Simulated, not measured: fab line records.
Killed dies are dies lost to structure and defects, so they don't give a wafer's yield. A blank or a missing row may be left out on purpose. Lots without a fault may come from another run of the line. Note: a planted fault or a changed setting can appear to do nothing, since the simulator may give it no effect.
Split-lot trial ; flow n5_finfet ; 7 lots, 21 wafers read, on a route of 1938 steps

== SPLIT DETAILS ==
At N5_BEOL_M14_EXPOSE_25 (exposes mask M14, target cd 280 nm), the setting dose_mj was moved away from the recipe's 26.6 on 5 of the 21 wafers read, by +2.2% to +4.1%. The other wafers ran this setting at the recipe's value.

== FROM THE SPLIT TO THE READING: what the file shows between them, 3 steps ==
- N5_BEOL_M14_PEB_26: peb time 90 s
- N5_BEOL_M14_DEVELOP_27: develop time 45 s
- N5_BEOL_M14_HARDBAKE_32: time 120 s

== THE READING ==
cd_nm (nm) at N5_BEOL_M14_CD_MEAS_28, where the cd target is 284.4 nm. Fault-free wafers of this fab line usually give 284.0 nm, standard deviation 2 nm.

wafer;tool, chamber at the split;dose_mj as run;against the recipe;cd_nm, nm;against lot-mates on the recipe
L075.1;krf_scanner-01, 0;26.6;recipe;285.9;-
L075.4;krf_scanner-01, 0;26.6;recipe;284.9;-
L075.5;krf_scanner-01, 0;26.6;recipe;286.0;-
L077.4;krf_scanner-02, 0;26.6;recipe;282.6;-
L077.5;krf_scanner-02, 0;27.68;+4.1%;288.7;+5.8
L077.6;krf_scanner-02, 0;26.6;recipe;283.2;-
L079.1;krf_scanner-01, 0;26.6;recipe;283.3;-
L079.4;krf_scanner-01, 0;27.18;+2.2%;285.9;+2.6
L079.6;krf_scanner-01, 0;27.18;+2.2%;286.8;+3.5
L082.3;krf_scanner-01, 0;27.32;+2.7%;291.1;+5.3
L082.4;krf_scanner-01, 0;26.6;recipe;285.3;-
L082.5;krf_scanner-01, 0;26.6;recipe;286.3;-
L085.3;krf_scanner-01, 0;26.6;recipe;284.0;-
L085.5;krf_scanner-01, 0;26.6;recipe;285.2;-
L085.6;krf_scanner-01, 0;27.43;+3.1%;289.8;+5.2
L086.2;krf_scanner-01, 0;26.6;recipe;282.9;-
L086.4;krf_scanner-01, 0;26.6;recipe;281.7;-
L086.6;krf_scanner-01, 0;26.6;recipe;282.0;-
L092.3;krf_scanner-02, 0;26.6;recipe;283.5;-
L092.4;krf_scanner-02, 0;26.6;recipe;284.1;-
L092.5;krf_scanner-02, 0;26.6;recipe;283.4;-

FIT RESULTS
A straight line over all 21 wafers: cd_nm changes by +1.54 nm for each +1% of dose_mj; r = +0.80; the points scatter about the line by 1.5 nm.
The same after taking each lot's own level away (the mean of its wafers on the recipe; 21 wafers): +1.56 nm for each +1%; r = +0.97; scatter 0.53 nm.
That fit puts the effect of the largest move of dose_mj on the reading at 6.4 nm.
Measured against the standard deviation above, the lots' own levels, which go from 282.20 to 285.80 nm, span 1.8 times it.
So the lot-to-lot level blurs the effect unless lot-mates are compared.
Check: with one of the wafers moved furthest among these (+4.1%) left out of the fit, the line predicts +6.71 nm for it against its lot-mates. Against them it came out at +5.8 nm.

== THE WHOLE CHAIN: every reading that the file lists as answering this split, in the file's order ==
step;what it does;reading;change (the file's fit);r (the file's)
N5_BEOL_M14_CD_MEAS_28;target cd 284.4 nm;cd_nm;+1.59 nm for each +1% of the setting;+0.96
N5_BEOL_M14_DESCUM_33;chemistry O2, time 7.9 s;BEOL_M14.cd_nm (the simulator's own value, which no gauge read);+1.57 nm for each +1% of the setting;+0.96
N5_BEOL_M14_ETCH_67;etches SiARC in CF4, target depth 143 nm, time 238.3 s;BEOL_M14.cd_nm (the simulator's own value, which no gauge read);+1.51 nm for each +1% of the setting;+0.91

== THE FILE'S OWN FIT ==
cd_nm changes by +1.59 nm for each +1% of dose_mj, r = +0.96.
